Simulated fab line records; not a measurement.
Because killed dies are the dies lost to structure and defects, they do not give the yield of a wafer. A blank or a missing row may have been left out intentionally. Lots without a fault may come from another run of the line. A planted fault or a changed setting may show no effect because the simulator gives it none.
A struck lot beside a sound one ; flow nand_harc ; 15 out of 1302 route steps
Sound: the wafers L450.1, L450.3, L450.5. Struck: wafers L448.3, L448.4, L448.6. At the end, the cause is stated.
Per side, at each step with rows, come the tool, then ch with its chambers, and then its first start. Under that, the readings that differ: sound wafers ; struck wafers ; difference of the means ; sigmas: that difference in standard deviations of wafers without a fault.
alike: readings whose means differ by less than 2 such deviations, and words and numbers that are the same on both sides. not compared: withheld readings, readings that some wafer has no value for, bounds like >300 that may hide the same value, and numbers for which the record gives no deviation and whose values overlap.
A row with sigmas, a row that says differs or no value, or rows on one side alone: a step with any of these is where the two part. Numbers that have no deviation but don't overlap get no sigmas and don't part them. A reading missing from all wafers of one side parts the sides only when that side holds two or more wafers.

NHARC_A_M1_OVL_MEAS_10: pitch 240 nm.
  struck on overlay-01, day 26 18:08; sound on overlay-01, day 27 14:37
  alike: overlay_x_nm, overlay_y_nm
NHARC_A_M1_INSPECT_11:
  struck on defect_inspect-01, day 26 18:11; sound on defect_inspect-02, day 27 14:40
reading;sound;struck;difference;sigmas
raw_defect_count;109 116 116;34 32 35;-80;-2
then, 1 step without rows for these wafers: NHARC_A_M1_DESCUM_14 (chemistry O2, time 3 s).
NHARC_A_M1_ETCH_35: etches the open film in N2/H2, target depth 40 nm, overetch 12 nm, time 43.94 s.
  sound on rie_diel-12 ch 0,1,2, day 27 14:49; struck on rie_diel-05 ch 2,3, day 26 18:20
  alike: drypump_motor_current_A, oes_product_au, rf_vpp_V, showerhead_plenum_p_Torr, throttle_valve_pct
  not compared: rf_hours_counter_h
then, 1 step without rows for these wafers: NHARC_A_M1_ETCH_15 (etches the open film in C4F8/Ar, target depth 182.5 nm, time 91.2 s).
NHARC_A_M1_CD_MEAS_16:
  struck on cd_sem-03, day 26 18:33; sound on cd_sem-01, day 27 15:01
  alike: cd_nm
NHARC_A_M1_STRIP_18: strips in N2/H2.
  sound on rie_diel-12 ch 0,2,3, day 27 15:06; struck on rie_diel-10 ch 0,2, day 26 18:38
  alike: drypump_motor_current_A, oes_product_au, rf_vpp_V, showerhead_plenum_p_Torr, throttle_valve_pct
  not compared: rf_hours_counter_h
NHARC_A_M1_ETCH_28: etches the open film in CF4/N2, target depth 30 nm, time 72.99 s.
  sound: rie_diel-12 ch 0,1,3; struck: rie_diel-10 ch 0,1,2
  alike: drypump_motor_current_A, oes_product_au, rf_vpp_V, showerhead_plenum_p_Torr, throttle_valve_pct
  not compared: rf_hours_counter_h
then, 1 step without rows for these wafers: NHARC_A_M1_STRIP_19 (strips in post etch residue remover, time 600 s).
NHARC_A_M1_DEGAS_29: time 60 s.
  struck on pvd_sputter-01, day 26 19:15; sound on pvd_sputter-01, day 27 15:44
  alike: heater_power_w, susceptor_temp_C
NHARC_A_M1_PRE_CLEAN_30: time 30 s.
  sound on pvd_sputter-01; struck on pvd_sputter-01
  alike: heater_power_w, susceptor_temp_C
then, 1 step without rows for these wafers: NHARC_A_M1_PVD_20 (deposits TaN, target thk 5 nm, time 8.06 s).
NHARC_A_M1_PVD_21: deposits Cu, target thk 30 nm, time 20.49 s.
  struck on pvd_sputter-01, day 26 19:29; sound on pvd_sputter-01, day 27 15:58
  no value came back on the struck wafers for cathode_dc_power_W (W), chamber_pressure_pa (Pa), throttle_valve_pct (%); on the sound wafers cathode_dc_power_W (W) reads 4999.8 4999.0 4999.8
then, 1 step without rows for these wafers: NHARC_A_M1_ECD_22 (material Cu, target thk 400 nm).
NHARC_END_SORT_01:
  sound on prober-01 ch 0, day 29 01:43; struck on prober-02 ch 0, day 28 10:37
reading;sound;struck;difference;sigmas
defect_limited_yield (%);88.5 89.5 90.5;0 0 0;-90;-30
killed_at_array;75 71 63;675 676 675;+606;+30
killed_dies;78 71 64;677 677 677;+606;+30
  alike: killed_at_other, killed_at_periphery, killed_open, killed_short

## WHERE THEY PART
Earliest at NHARC_A_M1_INSPECT_11; latest, in this record, at NHARC_END_SORT_01.

WHY: the cause the simulator had injected
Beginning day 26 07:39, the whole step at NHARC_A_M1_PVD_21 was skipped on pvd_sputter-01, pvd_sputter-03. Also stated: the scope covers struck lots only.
